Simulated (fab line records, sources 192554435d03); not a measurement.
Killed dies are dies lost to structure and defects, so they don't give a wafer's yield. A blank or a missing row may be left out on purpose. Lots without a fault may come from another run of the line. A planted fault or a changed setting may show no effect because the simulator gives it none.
Split-lot experiment | flow n5_finfet | 7 lots, 21 wafers read, on a route of 1938 steps

THE SPLIT
At N5_FIN_SAQP_PECVD_06 (deposits a-Si from SiH4/He, target thk 60 nm, time 48.1 s), the setting time_s was moved away from the recipe's 48.1 s on 9 of the 21 wafers read, by -14.4% to +12.7%. The other wafers ran this setting at the recipe's value.

FROM THE SPLIT TO THE READING: what the file shows between them, 6 steps
- N5_FIN_SAQP_THK_MEAS_07
- N5_FIN_SAQP_EXPOSE_13: exposes mask FIN CORE, target cd 35.6 nm (also split here: dose_mj)
- N5_FIN_SAQP_PEB_14: peb time 60 s
- N5_FIN_SAQP_DEVELOP_15: develop time 30 s
- N5_FIN_SAQP_HM_OPEN_73: chemistry CHF3/O2, target SiO2, stops on a-Si, target depth 12 nm, time 16.8 s
- N5_FIN_SAQP_STRIP_74: strips in CHF3/O2

THE READING
oes_product_au, in a.u., at N5_FIN_SAQP_MANDREL_ETCH_22 (etches a-Si in HBr/Cl2, stops on SiNx, target depth 60 nm, bt time 10 s, time 30 s). Fault-free wafers of this fab line usually give 0.762 a.u., standard deviation 0.013 a.u..

wafer  | tool, chamber at the split | time_s as run, s | against the recipe | oes_product_au, a.u. | against lot-mates on the recipe
L078.1 | pecvd-03, 2                | 48.1             | recipe             | 0.743                | -
L078.2 | pecvd-03, 0                | 48.1             | recipe             | 0.756                | -
L078.5 | pecvd-03, 0                | 42.39            | -11.9%             | 0.707                | -0.043
L083.1 | pecvd-02, 1                | 48.1             | recipe             | 0.745                | -
L083.4 | pecvd-02, 1                | 48.1             | recipe             | 0.762                | -
L083.6 | pecvd-02, 0                | 48.1             | recipe             | 0.764                | -
L084.1 | pecvd-01, 1                | 41.15            | -14.4%             | 0.685                | -0.091
L084.3 | pecvd-01, 1                | 41.15            | -14.4%             | 0.707                | -0.069
L084.6 | pecvd-01, 0                | 48.1             | recipe             | 0.776                | -
L085.4 | pecvd-02, 2                | 52.95            | +10.1%             | 0.798                | +0.040
L085.5 | pecvd-02, 1                | 48.1             | recipe             | 0.758                | -
L085.6 | pecvd-02, 0                | 52.95            | +10.1%             | 0.796                | +0.038
L093.1 | pecvd-01, 1                | 54.19            | +12.7%             | 0.847                | +0.080
L093.4 | pecvd-01, 1                | 54.19            | +12.7%             | 0.819                | +0.052
L093.5 | pecvd-01, 1                | 48.1             | recipe             | 0.767                | -
L094.1 | pecvd-02, 0                | 46.21            | -3.9%              | 0.738                | -0.010
L094.2 | pecvd-02, 2                | 48.1             | recipe             | 0.748                | -
L094.3 | pecvd-02, 1                | 46.21            | -3.9%              | 0.726                | -0.022
L097.2 | pecvd-01, 0                | 48.1             | recipe             | 0.753                | -
L097.3 | pecvd-01, 2                | 48.1             | recipe             | 0.757                | -
L097.4 | pecvd-01, 1                | 48.1             | recipe             | 0.757                | -

THE FIT
A straight line over all 21 wafers: oes_product_au changes by +0.00475 a.u. for each +1% of time_s; r = +0.95; the points scatter about the line by 0.012 a.u..
The same after taking each lot's own level away (the mean of its wafers on the recipe; 21 wafers): +0.00485 a.u. for each +1%; r = +0.97; scatter 0.0095 a.u..
On that fit, the largest move of time_s shifts the reading by 0.07 a.u..
The lots' own levels span 0.7480 to 0.7760 a.u., that is 2.2 times the standard deviation above.
So the lot-to-lot level changes the slope little: the two slopes agree.
Check: with one of the wafers moved furthest among these (-14.4%) left out of the fit, the line predicts -0.0643 a.u. for it against its lot-mates. It came out at -0.091 a.u. against them.

OTHER SPLITS ON THESE WAFERS
These wafers also went through other splits before the reading. Each is held against what the fit with the lots' levels taken away leaves over:
other split on the same wafers | wafers away from the commonest value | r with oes_product_au (lot level and that fit taken away)
N5_WELL_APT_COAT_02 spin_rpm   | 8                                    | +0.00
N5_WELL_APT_EXPOSE_05 dose_mj  | 6                                    | -0.11
N5_WELL_APT_DESCUM_13 time_s   | 6                                    | +0.26
N5_FIN_SAQP_EXPOSE_13 dose_mj  | 5                                    | -0.21

THE WHOLE CHAIN: every reading that the file lists as answering this split, in the file's order
step                        | what it does                                                                       | reading                                                                           | change (the file's fit)                  | r (the file's)
N5_FIN_SAQP_PECVD_06        | deposits a-Si from SiH4/He, target thk 60 nm, time 48.1 s                          | a-Si_of_FIN_SAQP_PECVD_06.thk_nm (the simulator's own value, which no gauge read) | +0.611 nm for each +1% of the setting    | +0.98
N5_FIN_SAQP_THK_MEAS_07     |                                                                                    | thk_nm                                                                            | withheld for each +1% of the setting     | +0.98
N5_FIN_SAQP_MANDREL_ETCH_22 | etches a-Si in HBr/Cl2, stops on SiNx, target depth 60 nm, bt time 10 s, time 30 s | oes_product_au                                                                    | +0.0047 a.u. for each +1% of the setting | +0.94
N5_FIN_SAQP_MANDREL_ETCH_22 | etches a-Si in HBr/Cl2, stops on SiNx, target depth 60 nm, bt time 10 s, time 30 s | etch.depth_nm (the simulator's own value, which no gauge read)                    | +0.612 nm for each +1% of the setting    | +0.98

THE FILE'S OWN FIT
oes_product_au changes by +0.0047 a.u. for each +1% of time_s, r = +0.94.
